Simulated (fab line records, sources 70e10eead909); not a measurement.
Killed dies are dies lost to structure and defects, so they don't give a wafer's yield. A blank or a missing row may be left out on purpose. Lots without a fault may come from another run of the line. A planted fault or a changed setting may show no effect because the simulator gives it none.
Problem report in the 8D (eight disciplines) form, filled by code | flow nand_harc | the parts of the form that need people (team, actions taken, sign-off) are left out

1. THE PROBLEM
run_length_s at NHARC_A_M0_ETCH_34 reads a mean of 54.3 s on 2 wafers of 2 lots; wafers without a fault read 65.1 s with a standard deviation of 0.47. That is -23 standard deviations from the usual mean.
The step: etches the open film in N2/H2, target depth 40 nm, overetch 12 nm, time 43.94 s.
First seen on wafer L768.2, day 30 02:49, on rie_diel-09. The record holds 36 wafers of 12 lots with a number at this step. Rule for "out", or "out of limits": more than 4 standard deviations from the usual mean. The other wafers with a number count as sound.

2. WHAT IT IS AND WHAT IT IS NOT
question                    | is                | is not
which readings at this step | run_length_s      | drypump_motor_current_A, oes_product_au, rf_vpp_V, showerhead_plenum_p_Torr, throttle_valve_pct
which lots                  | L768, L771        | L751, L752, L753, L754, L755, L756, L758, L759, L761, L773
which wafers of those lots  | L768.2, L771.1    | L768.5, L768.6, L771.5, L771.6
read on which tools         | rie_diel-09       | rie_diel-03, rie_diel-05
when                        | from day 30 02:49 | up to then (29 sound wafers); but 5 sound wafers of L771, L773 came after

3. SUSPECTS, AND WHAT RULES EACH OUT
Counting: a tool at a process step up to the reading stays a suspect if it ran every lot that is out. Sound lots after the first of them don't rule it out here, since some wafers of a struck lot are sound.
- rie_diel-09 at NHARC_A_M0_ETCH_34 (etches the open film in N2/H2, target depth 40 nm, overetch 12 nm, time 43.94 s): kept. It ran every lot that is out, first L768 (day 30 02:49); its last sound lot up to then is L761 (day 27 02:47). Its own readings are out on those wafers: run_length_s.
- Within rie_diel-09 at NHARC_A_M0_ETCH_34: the wafers that are out ran in chamber 0; their sound lot-mates ran in chambers 2, 3.
Left after counting: rie_diel-09 at NHARC_A_M0_ETCH_34.

4. THE CAUSE (what the simulator had put in)
Process parameter drift: rie_diel-09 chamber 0, from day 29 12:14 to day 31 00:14, at NHARC_A_M0_ETCH_34. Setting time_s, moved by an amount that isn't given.
Counting left only this tool.

5. THE CHAIN OF EFFECTS, in route order
Each row: a reading whose mean over the struck wafers that have a number lies more than 3 standard deviations from the usual. Only readings for which the record gives a usual standard deviation are gone through. hours: the time from each lot's start at the first step in this table that gives one to its start at this step, as a median over the lots. sigmas: the change in usual standard deviations.
hours | step               | reading      | usual  | on struck wafers | change | sigmas
0     | NHARC_A_M0_ETCH_34 | run_length_s | 65.1 s | 54.3             | -10.8  | -23
The process steps in it:
- NHARC_A_M0_ETCH_34: etches the open film in N2/H2, target depth 40 nm, overetch 12 nm, time 43.94 s.
Later measuring or inspecting steps at which every struck wafer that the step has a row for has a number for every such reading, and none has moved that far: NHARC_END_SORT_01.

6. WHAT WOULD HAVE CAUGHT IT SOONER
In this record the first reading out of limits was taken at day 30 02:49, 15 hours after the fault began at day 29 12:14.
